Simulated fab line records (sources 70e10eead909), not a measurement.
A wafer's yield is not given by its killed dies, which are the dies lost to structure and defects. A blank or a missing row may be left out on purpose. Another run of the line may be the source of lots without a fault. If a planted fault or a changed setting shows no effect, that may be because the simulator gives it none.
What tool caused it? / flow nand_harc / 11 lots with 33 wafers sampled at 6 steps, on a route of 1302 steps

## WHAT THE GAUGES SHOWED, per wafer
NHARC_A_CONTACT_CD_MEAS_80.
lot=L901; measured=day 22 19:44; on=cd_sem-01; cd_nm (nm)=290.4 289.9 289.5
lot=L903; measured=day 23 03:35; on=cd_sem-02; cd_nm (nm)=289.8 289.9 290.2
lot=L909; measured=day 25 20:47; on=cd_sem-02; cd_nm (nm)=286.8 287.1 287.5
lot=L910; measured=day 26 06:57; on=cd_sem-02; cd_nm (nm)=286.9 286.6 286.5
lot=L913; measured=day 26 16:23; on=cd_sem-02; cd_nm (nm)=288.2 289.2 288.8
lot=L914; measured=day 28 07:18; on=cd_sem-01; cd_nm (nm)=290.3 290.1 290.4
lot=L917; measured=day 28 13:44; on=cd_sem-01; cd_nm (nm)=290.6 290.1 290.4
lot=L918; measured=day 29 17:45; on=cd_sem-03; cd_nm (nm)=288.9 289.4 289.7
lot=L921; measured=day 30 09:31; on=cd_sem-03; cd_nm (nm)=290.2 290.0 290.6
lot=L920; measured=day 30 11:40; on=cd_sem-03; cd_nm (nm)=288.1 287.7 288.1
lot=L923; measured=day 31 07:28; on=cd_sem-02; cd_nm (nm)=288.2 288.1 288.2

NHARC_END_SORT_01.
lot=L914; measured=day 30 16:38; on=prober-02; killed_at_array=45 46 44; killed_at_other=0 0 1; killed_at_periphery=7 14 8; killed_dies=52 60 53; killed_open=0 6 1; killed_short=3 2 2

## EACH LOT AND THE TOOL THAT RAN IT (in order: tool; ch and the chambers of the sampled wafers; start)
lot=L901; NHARC_A_CONTACT_ETCH_77=rie_diel-10 ch 2,3, day 22 18:49 or earlier; NHARC_A_CONTACT_ETCH_133=har_cap_etch-02 ch 0,1, day 22 18:49; NHARC_A_CONTACT_ETCH_91=rie_diel-10 ch 0,1,3, day 22 19:34; NHARC_A_CONTACT_ETCH_106=rie_diel-10 ch 1,2, day 22 20:02
lot=L903; NHARC_A_CONTACT_ETCH_77=rie_diel-10 ch 0,3, day 23 02:38 or earlier; NHARC_A_CONTACT_ETCH_133=har_cap_etch-02 ch 1, day 23 02:38; NHARC_A_CONTACT_ETCH_91=rie_diel-10 ch 2,3, day 23 03:22; NHARC_A_CONTACT_ETCH_106=rie_diel-10 ch 0,1,3, day 23 03:52
lot=L909; NHARC_A_CONTACT_ETCH_77=rie_diel-10 ch 0,1, day 25 16:32; NHARC_A_CONTACT_ETCH_133=har_cap_etch-02 ch 0,1, day 25 19:47; NHARC_A_CONTACT_ETCH_91=rie_diel-11 ch 0,2, day 25 20:34; NHARC_A_CONTACT_ETCH_106=rie_diel-11 ch 1,3, day 25 21:05
lot=L910; NHARC_A_CONTACT_ETCH_77=rie_diel-11 ch 2,3, day 26 05:56 or earlier; NHARC_A_CONTACT_ETCH_133=har_cap_etch-02 ch 0,1, day 26 05:56; NHARC_A_CONTACT_ETCH_91=rie_diel-11 ch 2,3, day 26 06:44; NHARC_A_CONTACT_ETCH_106=rie_diel-03 ch 0,1, day 26 07:34
lot=L913; NHARC_A_CONTACT_ETCH_77=rie_diel-10 ch 2,3, day 26 15:31 or earlier; NHARC_A_CONTACT_ETCH_133=har_cap_etch-01 ch 0,1, day 26 15:31; NHARC_A_CONTACT_ETCH_91=rie_diel-10 ch 2,3, day 26 16:10; NHARC_A_CONTACT_ETCH_106=rie_diel-10 ch 2,3, day 26 16:40
lot=L914; NHARC_A_CONTACT_ETCH_77=rie_diel-10 ch 1,2,3, day 28 06:17 or earlier; NHARC_A_CONTACT_ETCH_133=har_cap_etch-01 ch 0,1, day 28 06:17; NHARC_A_CONTACT_ETCH_91=rie_diel-10 ch 0,1,3, day 28 07:05; NHARC_A_CONTACT_ETCH_106=rie_diel-10 ch 1,2, day 28 07:35
lot=L917; NHARC_A_CONTACT_ETCH_77=rie_diel-03 ch 0,2,3, day 28 12:49 or earlier; NHARC_A_CONTACT_ETCH_133=har_cap_etch-03 ch 1, day 28 12:49; NHARC_A_CONTACT_ETCH_91=rie_diel-10 ch 0,1,2, day 28 13:32; NHARC_A_CONTACT_ETCH_106=rie_diel-11 ch 0,2, day 28 14:02
lot=L918; NHARC_A_CONTACT_ETCH_77=rie_diel-10 ch 0,1,2, day 29 16:53 or earlier; NHARC_A_CONTACT_ETCH_133=har_cap_etch-02 ch 0,1, day 29 16:53; NHARC_A_CONTACT_ETCH_91=rie_diel-10 ch 0,1,3, day 29 17:34; NHARC_A_CONTACT_ETCH_106=rie_diel-10 ch 0,2,3, day 29 18:03
lot=L921; NHARC_A_CONTACT_ETCH_77=rie_diel-03 ch 1,2,3, day 30 08:31 or earlier; NHARC_A_CONTACT_ETCH_133=har_cap_etch-03 ch 0,1, day 30 08:31; NHARC_A_CONTACT_ETCH_91=rie_diel-03 ch 1,2,3, day 30 09:19; NHARC_A_CONTACT_ETCH_106=rie_diel-10 ch 0,1,2, day 30 09:49
lot=L920; NHARC_A_CONTACT_ETCH_77=rie_diel-11 ch 2,3, day 30 10:47 or earlier; NHARC_A_CONTACT_ETCH_133=har_cap_etch-02 ch 0,1, day 30 10:47; NHARC_A_CONTACT_ETCH_91=rie_diel-11 ch 0,1, day 30 11:27; NHARC_A_CONTACT_ETCH_106=rie_diel-10 ch 0,1,3, day 30 11:58
lot=L923; NHARC_A_CONTACT_ETCH_77=rie_diel-11 ch 0,1, day 31 06:31 or earlier; NHARC_A_CONTACT_ETCH_133=har_cap_etch-03 ch 0,1, day 31 06:31; NHARC_A_CONTACT_ETCH_91=rie_diel-10 ch 0,1, day 31 07:11; NHARC_A_CONTACT_ETCH_106=rie_diel-10 ch 0,1, day 31 07:44
- NHARC_A_CONTACT_ETCH_77: etches the open film in CF4/CHF3, target depth 108.9 nm, time 54.5 s.
- NHARC_A_CONTACT_ETCH_133: etches the open film in C4F8/O2/Ar, time 374 s, target depth 1610 nm.
- NHARC_A_CONTACT_ETCH_91: etches the open film in CH3F/O2, target depth 40 nm, time 85.7 s.
- NHARC_A_CONTACT_ETCH_106: etches the open film in CF4/O2, target depth 90 nm, overetch 9 nm, time 49.5 s.

## WHAT THE TOOLS THEMSELVES READ (means of the sampled wafers that have a number; where no wafer has one, the mark that the record gives instead)
NHARC_A_CONTACT_ETCH_77.
lot=L901; tool=rie_diel-10; drypump_motor_current_A (A)=6.6; mfc_ar_sccm (sccm)=0.000; oes_product_au (a.u.)=0.913; rf_vpp_V (V)=368.4; showerhead_plenum_p_Torr (Torr)=1.49; throttle_valve_pct (%)=16.799
lot=L903; tool=rie_diel-10; drypump_motor_current_A (A)=6.4; mfc_ar_sccm (sccm)=0.007; oes_product_au (a.u.)=0.930; rf_vpp_V (V)=369.7; showerhead_plenum_p_Torr (Torr)=1.55; throttle_valve_pct (%)=16.805
lot=L909; tool=rie_diel-10; drypump_motor_current_A (A)=6.1; mfc_ar_sccm (sccm)=0.013; oes_product_au (a.u.)=0.932; rf_vpp_V (V)=372.4; showerhead_plenum_p_Torr (Torr)=1.64; throttle_valve_pct (%)=16.797
lot=L910; tool=rie_diel-11; drypump_motor_current_A (A)=6.2; mfc_ar_sccm (sccm)=0.001; oes_product_au (a.u.)=0.922; rf_vpp_V (V)=371.7; showerhead_plenum_p_Torr (Torr)=1.60; throttle_valve_pct (%)=16.806
lot=L913; tool=rie_diel-10; drypump_motor_current_A (A)=6.5; mfc_ar_sccm (sccm)=0.000; oes_product_au (a.u.)=0.951; rf_vpp_V (V)=367.8; showerhead_plenum_p_Torr (Torr)=1.48; throttle_valve_pct (%)=16.810
lot=L914; tool=rie_diel-10; drypump_motor_current_A (A)=6.4; mfc_ar_sccm (sccm)=0.000; oes_product_au (a.u.)=0.916; rf_vpp_V (V)=369.1; showerhead_plenum_p_Torr (Torr)=1.53; throttle_valve_pct (%)=16.812
lot=L917; tool=rie_diel-03; drypump_motor_current_A (A)=6.5; mfc_ar_sccm (sccm)=0.010; oes_product_au (a.u.)=0.966; rf_vpp_V (V)=371.1; showerhead_plenum_p_Torr (Torr)=1.56; throttle_valve_pct (%)=16.803
lot=L918; tool=rie_diel-10; drypump_motor_current_A (A)=6.2; mfc_ar_sccm (sccm)=0.007; oes_product_au (a.u.)=0.973; rf_vpp_V (V)=370.3; showerhead_plenum_p_Torr (Torr)=1.58; throttle_valve_pct (%)=16.792
lot=L921; tool=rie_diel-03; drypump_motor_current_A (A)=6.3; mfc_ar_sccm (sccm)=0.010; oes_product_au (a.u.)=0.921; rf_vpp_V (V)=369.7; showerhead_plenum_p_Torr (Torr)=1.55; throttle_valve_pct (%)=16.802
lot=L920; tool=rie_diel-11; drypump_motor_current_A (A)=6.0; mfc_ar_sccm (sccm)=0.003; oes_product_au (a.u.)=0.930; rf_vpp_V (V)=374.1; showerhead_plenum_p_Torr (Torr)=1.68; throttle_valve_pct (%)=16.805
lot=L923; tool=rie_diel-11; drypump_motor_current_A (A)=5.6; mfc_ar_sccm (sccm)=0.000; oes_product_au (a.u.)=0.962; rf_vpp_V (V)=370.0; showerhead_plenum_p_Torr (Torr)=1.54; throttle_valve_pct (%)=16.804

NHARC_A_CONTACT_ETCH_91.
lot=L901; tool=rie_diel-10; drypump_motor_current_A (A)=6.2; mfc_ar_sccm (sccm)=200.3; oes_product_au (a.u.)=0.933; rf_vpp_V (V)=244.3; showerhead_plenum_p_Torr (Torr)=2.48; throttle_valve_pct (%)=20.660
lot=L903; tool=rie_diel-10; drypump_motor_current_A (A)=6.6; mfc_ar_sccm (sccm)=199.9; oes_product_au (a.u.)=0.917; rf_vpp_V (V)=242.4; showerhead_plenum_p_Torr (Torr)=2.33; throttle_valve_pct (%)=20.666
lot=L909; tool=rie_diel-11; drypump_motor_current_A (A)=5.8; mfc_ar_sccm (sccm)=199.9; oes_product_au (a.u.)=0.933; rf_vpp_V (V)=243.5; showerhead_plenum_p_Torr (Torr)=2.39; throttle_valve_pct (%)=20.658
lot=L910; tool=rie_diel-11; drypump_motor_current_A (A)=6.0; mfc_ar_sccm (sccm)=200.3; oes_product_au (a.u.)=0.925; rf_vpp_V (V)=243.4; showerhead_plenum_p_Torr (Torr)=2.39; throttle_valve_pct (%)=20.660
lot=L913; tool=rie_diel-10; drypump_motor_current_A (A)=6.6; mfc_ar_sccm (sccm)=200.1; oes_product_au (a.u.)=0.911; rf_vpp_V (V)=242.3; showerhead_plenum_p_Torr (Torr)=2.32; throttle_valve_pct (%)=20.655
lot=L914; tool=rie_diel-10; drypump_motor_current_A (A)=6.2; mfc_ar_sccm (sccm)=199.7; oes_product_au (a.u.)=0.925; rf_vpp_V (V)=244.0; showerhead_plenum_p_Torr (Torr)=2.47; throttle_valve_pct (%)=20.654
lot=L917; tool=rie_diel-10; drypump_motor_current_A (A)=6.2; mfc_ar_sccm (sccm)=199.9; oes_product_au (a.u.)=0.928; rf_vpp_V (V)=244.6; showerhead_plenum_p_Torr (Torr)=2.47; throttle_valve_pct (%)=20.661
lot=L918; tool=rie_diel-10; drypump_motor_current_A (A)=6.2; mfc_ar_sccm (sccm)=200.1; oes_product_au (a.u.)=0.924; rf_vpp_V (V)=244.4; showerhead_plenum_p_Torr (Torr)=2.47; throttle_valve_pct (%)=20.664
lot=L921; tool=rie_diel-03; drypump_motor_current_A (A)=6.3; mfc_ar_sccm (sccm)=200.3; oes_product_au (a.u.)=0.924; rf_vpp_V (V)=243.3; showerhead_plenum_p_Torr (Torr)=2.42; throttle_valve_pct (%)=20.670
lot=L920; tool=rie_diel-11; drypump_motor_current_A (A)=5.6; mfc_ar_sccm (sccm)=200.6; oes_product_au (a.u.)=0.935; rf_vpp_V (V)=243.4; showerhead_plenum_p_Torr (Torr)=2.41; throttle_valve_pct (%)=20.672
lot=L923; tool=rie_diel-10; drypump_motor_current_A (A)=6.0; mfc_ar_sccm (sccm)=199.4; oes_product_au (a.u.)=0.927; rf_vpp_V (V)=245.6; showerhead_plenum_p_Torr (Torr)=2.53; throttle_valve_pct (%)=20.661

NHARC_A_CONTACT_ETCH_106.
lot=L901; tool=rie_diel-10; drypump_motor_current_A (A)=6.2; mfc_ar_sccm (sccm)=0.000; oes_product_au (a.u.)=1.004; rf_vpp_V (V)=197.4; showerhead_plenum_p_Torr (Torr)=1.33; throttle_valve_pct (%)=13.398
lot=L903; tool=rie_diel-10; drypump_motor_current_A (A)=6.2; mfc_ar_sccm (sccm)=0.007; oes_product_au (a.u.)=0.998; rf_vpp_V (V)=197.4; showerhead_plenum_p_Torr (Torr)=1.35; throttle_valve_pct (%)=13.391
lot=L909; tool=rie_diel-11; drypump_motor_current_A (A)=5.8; mfc_ar_sccm (sccm)=0.000; oes_product_au (a.u.)=0.990; rf_vpp_V (V)=197.8; showerhead_plenum_p_Torr (Torr)=1.35; throttle_valve_pct (%)=13.395
lot=L910; tool=rie_diel-03; drypump_motor_current_A (A)=6.1; mfc_ar_sccm (sccm)=0.000; oes_product_au (a.u.)=1.001; rf_vpp_V (V)=195.5; showerhead_plenum_p_Torr (Torr)=1.25; throttle_valve_pct (%)=13.399
lot=L913; tool=rie_diel-10; drypump_motor_current_A (A)=6.5; mfc_ar_sccm (sccm)=0.000; oes_product_au (a.u.)=0.989; rf_vpp_V (V)=196.7; showerhead_plenum_p_Torr (Torr)=1.25; throttle_valve_pct (%)=13.393
lot=L914; tool=rie_diel-10; drypump_motor_current_A (A)=6.2; mfc_ar_sccm (sccm)=0.000; oes_product_au (a.u.)=0.998; rf_vpp_V (V)=197.6; showerhead_plenum_p_Torr (Torr)=1.32; throttle_valve_pct (%)=13.404
lot=L917; tool=rie_diel-11; drypump_motor_current_A (A)=5.8; mfc_ar_sccm (sccm)=0.001; oes_product_au (a.u.)=1.012; rf_vpp_V (V)=198.2; showerhead_plenum_p_Torr (Torr)=1.37; throttle_valve_pct (%)=13.394
lot=L918; tool=rie_diel-10; drypump_motor_current_A (A)=6.4; mfc_ar_sccm (sccm)=0.007; oes_product_au (a.u.)=1.004; rf_vpp_V (V)=197.3; showerhead_plenum_p_Torr (Torr)=1.30; throttle_valve_pct (%)=13.398
lot=L921; tool=rie_diel-10; drypump_motor_current_A (A)=6.2; mfc_ar_sccm (sccm)=0.007; oes_product_au (a.u.)=0.995; rf_vpp_V (V)=197.7; showerhead_plenum_p_Torr (Torr)=1.34; throttle_valve_pct (%)=13.392
lot=L920; tool=rie_diel-10; drypump_motor_current_A (A)=6.3; mfc_ar_sccm (sccm)=0.007; oes_product_au (a.u.)=0.993; rf_vpp_V (V)=197.4; showerhead_plenum_p_Torr (Torr)=1.34; throttle_valve_pct (%)=13.407
lot=L923; tool=rie_diel-10; drypump_motor_current_A (A)=6.1; mfc_ar_sccm (sccm)=0.013; oes_product_au (a.u.)=1.003; rf_vpp_V (V)=198.3; showerhead_plenum_p_Torr (Torr)=1.39; throttle_valve_pct (%)=13.398

## THE ANSWER, worked out from the rows above alone
Rule: the lots themselves supply what counts as usual. The widest of any qualifying gaps counts: lots, ordered by their means at a reading, are off when they make up no more than a third of the lots, leave a main group of 4 or more, and stand apart from it by 3 or more times the standard deviation of that group's means. A main group is skipped when, at the precision printed for the reading in the tables above, its means are all equal. A lot without any number at a reading at which 4 lots or more have one is off too. The other lots that the step has rows for count as sound. The gauges are gone through in route order, then the tools' own readings, and for those a lot's mean is taken as printed above. The first step at which some lot is off is used, and at that step the reading that is off furthest; a lot without a number counts as furthest.
None of the lots is off at any reading shown; this tells nothing.

## WHAT THE SIMULATOR PUT IN
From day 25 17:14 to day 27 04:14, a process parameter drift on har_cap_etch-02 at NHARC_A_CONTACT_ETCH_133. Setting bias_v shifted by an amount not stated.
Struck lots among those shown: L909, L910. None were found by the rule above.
